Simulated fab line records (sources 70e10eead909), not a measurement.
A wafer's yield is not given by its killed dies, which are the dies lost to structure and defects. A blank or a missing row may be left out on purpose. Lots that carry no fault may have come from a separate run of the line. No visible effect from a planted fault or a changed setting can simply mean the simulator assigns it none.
A struck lot beside a sound one ; flow nand_harc ; 14 out of 1302 route steps
Sound: these wafers, L734.2, L734.4, L734.6. The struck wafers were L730.3, L730.5, L730.6. Last of all comes the cause.
At each step with rows: each side's tool, then ch and its chambers, then its first start. Under that, the readings that differ: sound wafers ; struck wafers ; difference of the means ; sigmas: that difference in standard deviations of wafers without a fault.
alike: readings with means less than 2 such deviations apart, plus words and numbers identical on both sides. not compared: withheld readings, readings lacking a value on some wafer, bounds such as >300 that could conceal the same value, and numbers that have no deviation in the record and whose values overlap.
The two part at a step that has a row with sigmas, a row that says differs or no value, or rows on one side only. When numbers do not overlap yet have no deviation, they are printed without sigmas and do not part them. A reading missing from all wafers of one side parts the sides only when that side holds two or more wafers.

first, 7 steps without rows for these wafers: NHARC_P_STI_SRD_35; NHARC_P_STI_ETCH_36 (etches SiO2 in dHF, target depth 38.8 nm); NHARC_P_STI_STRIP_24 (strips Si3N4 in H3PO4); NHARC_P_STI_ETCH_37 (etches SiO2 in dHF, target depth 11 nm); NHARC_P_STI_PRECLEAN_38 (cleans in SC1); NHARC_P_STI_SRD_39; NHARC_P_STI_OXIDE_40 (material SiO2, target thk 10 nm, ox time 1362 s).
NHARC_P_STI_INSPECT_25:
  sound on defect_inspect-02, day 9 02:36; struck on defect_inspect-01, day 7 07:11
  alike: raw_defect_count
then, 3 steps without rows for these wafers: NHARC_P_GATE_ETCH_69 (etches SiO2 in dHF, target depth 14 nm); NHARC_P_GATE_PRECLEAN_70 (cleans in SC1); NHARC_P_GATE_SRD_01.
NHARC_P_GATE_OXIDE_02: material SiO2, target thk 37.5 nm, ox time 365 s.
  sound on furnace-01 ch 0, day 9 07:37; struck on furnace-06 ch 0, day 7 15:14
  alike: spike_tc_bottom_C, spike_tc_lower_C
then, 1 step without rows for these wafers: NHARC_P_GATE_DEHYDRATE_03 (time 120 s).
-- jump in the record: it breaks off in module P_GATE and resumes in module END (first step shown: number 1302 of the route), and 21 days separate the struck wafers' starts before and after --
NHARC_END_SORT_01:
  here the record holds rows for the struck wafers (prober-01 ch 0, day 28 07:20) but none for the sound ones

== WHERE THEY PART ==
Within this record, at NHARC_END_SORT_01 only.

WHY: the cause the simulator had injected
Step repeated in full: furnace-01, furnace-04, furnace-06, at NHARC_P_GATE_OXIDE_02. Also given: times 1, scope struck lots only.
